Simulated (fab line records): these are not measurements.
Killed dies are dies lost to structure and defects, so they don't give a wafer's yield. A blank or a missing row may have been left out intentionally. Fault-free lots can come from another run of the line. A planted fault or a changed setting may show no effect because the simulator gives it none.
Split-lot study | flow n5_finfet | route with 1938 steps; 7 lots, 21 wafers read

ABOUT THE SPLIT
At N5_BEOL_M7_COAT_22 (resist thk 30 nm), the setting spin_rpm was moved away from the recipe's 1500 rpm on 5 of the 21 wafers read, by -5.0% to +7.9%. The other wafers ran this setting at the recipe's value.

FROM THE SPLIT TO THE READING: what the file shows between them, 2 steps
- N5_BEOL_M7_DESCUM_33: chemistry O2, time 7 s (also split here: time_s)
- N5_BEOL_M7_ETCH_72: etches underlayer in N2/H2, target depth 6.5 nm, time 5.2 s

THE READING
CAR-EUV_of_BEOL_M7_COAT_22.thk_nm (the simulator's own value, which no gauge read), in nm, at N5_BEOL_M7_ETCH_65 (etches SiARC in CF4, target depth 15.6 nm, time 26 s). There is no usual value for it anywhere in the file. The 16 wafers here that ran the recipe average 11.1 nm, standard deviation 0.2 nm.

wafer  | tool, chamber at the split | spin_rpm as run, rpm | against the recipe | CAR-EUV_of_BEOL_M7_COAT_22.thk_nm, nm | against lot-mates on the recipe
L074.1 | litho_track-05, 0          | 1500                 | recipe             | 11.2                                  | -
L074.2 | litho_track-05, 0          | 1500                 | recipe             | 11.2                                  | -
L074.3 | litho_track-05, 0          | 1500                 | recipe             | 11.2                                  | -
L076.1 | litho_track-03, 0          | 1500                 | recipe             | 11.2                                  | -
L076.2 | litho_track-03, 0          | 1500                 | recipe             | 11.2                                  | -
L076.4 | litho_track-03, 0          | 1500                 | recipe             | 10.8                                  | -
L078.2 | litho_track-05, 0          | 1500                 | recipe             | 11                                    | -
L078.3 | litho_track-05, 0          | 1452                 | -3.2%              | 11.6                                  | +0.4
L078.6 | litho_track-05, 0          | 1500                 | recipe             | 11.4                                  | -
L082.1 | litho_track-04, 0          | 1500                 | recipe             | 11.2                                  | -
L082.4 | litho_track-04, 0          | 1500                 | recipe             | 11.2                                  | -
L082.3 | litho_track-04, 0          | 1500                 | recipe             | 10.6                                  | -
L084.2 | litho_track-05, 0          | 1618                 | +7.9%              | 10                                    | -1.0
L084.3 | litho_track-05, 0          | 1500                 | recipe             | 11                                    | -
L084.5 | litho_track-05, 0          | 1500                 | recipe             | 11                                    | -
L087.3 | litho_track-04, 0          | 1500                 | recipe             | 11                                    | -
L087.4 | litho_track-04, 0          | 1440                 | -4.0%              | 11.6                                  | +0.5
L087.5 | litho_track-04, 0          | 1500                 | recipe             | 11.2                                  | -
L095.2 | litho_track-04, 0          | 1425                 | -5.0%              | 12.2                                  | +0.8
L095.4 | litho_track-04, 0          | 1500                 | recipe             | 11.4                                  | -
L095.5 | litho_track-04, 0          | 1425                 | -5.0%              | 12                                    | +0.6

FIT RESULTS
A straight line over all 21 wafers: CAR-EUV_of_BEOL_M7_COAT_22.thk_nm changes by -0.159 nm for each +1% of spin_rpm; r = -0.90; the points scatter about the line by 0.2 nm.
The same after taking each lot's own level away (the mean of its wafers on the recipe; 21 wafers): -0.131 nm for each +1%; r = -0.91; scatter 0.16 nm.
On that fit, the largest move of spin_rpm shifts the reading by 1 nm.
From 11.00 to 11.40 nm: that is the span of the lots' own levels, equal to 2.0 times the standard deviation above.
So the slope is not independent of the lot-to-lot level: the two fits are not the same.
Check: -1.06 nm against its lot-mates is what the line predicts for one of the wafers moved furthest among these (+7.9%) when that wafer is left out of the fit. Against them it came out at -1 nm.

OTHER SPLITS ON THESE WAFERS
These wafers also went through other splits before the reading. Each is held against what the fit with the lots' levels taken away leaves over:
other split on the same wafers    | wafers away from the commonest value | r with CAR-EUV_of_BEOL_M7_COAT_22.thk_nm (lot level and that fit taken away)
N5_BEOL_M6_ILD_DEP_00 time_s      | 8                                    | -0.09
N5_BEOL_M6_HM_DEP_02 target_thk_a | 6                                    | -0.10
N5_BEOL_M7_DESCUM_33 time_s       | 5                                    | -0.77

THE WHOLE CHAIN: every reading that the file lists as answering this split, in the file's order
step                 | what it does                                                | reading                                                                            | change (the file's fit)                                                                | r (the file's)
N5_BEOL_M7_COAT_22   | resist thk 30 nm                                            | CAR-EUV_of_BEOL_M7_COAT_22.thk_nm (the simulator's own value, which no gauge read) | -0.151 nm for each +1% of the setting                                                  | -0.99
N5_BEOL_M7_ETCH_72   | etches underlayer in N2/H2, target depth 6.5 nm, time 5.2 s | CAR-EUV_of_BEOL_M7_COAT_22.thk_nm (the simulator's own value, which no gauge read) | -0.145 nm for each +1% of the setting                                                  | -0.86
N5_BEOL_M7_ETCH_65   | etches SiARC in CF4, target depth 15.6 nm, time 26 s        | CAR-EUV_of_BEOL_M7_COAT_22.thk_nm (the simulator's own value, which no gauge read) | -0.129 nm for each +1% of the setting                                                  | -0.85
N5_BEOL_M7_DESCUM_33 | chemistry O2, time 7 s                                      | CAR-EUV_of_BEOL_M7_COAT_22.thk_nm (the simulator's own value, which no gauge read) | -0.154 nm for each +1% of the setting, in a fit together with time_s@BEOL_M7_DESCUM_33 | 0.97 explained

FILE'S OWN FIT
CAR-EUV_of_BEOL_M7_COAT_22.thk_nm changes by -0.129 nm for each +1% of spin_rpm, r = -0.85.
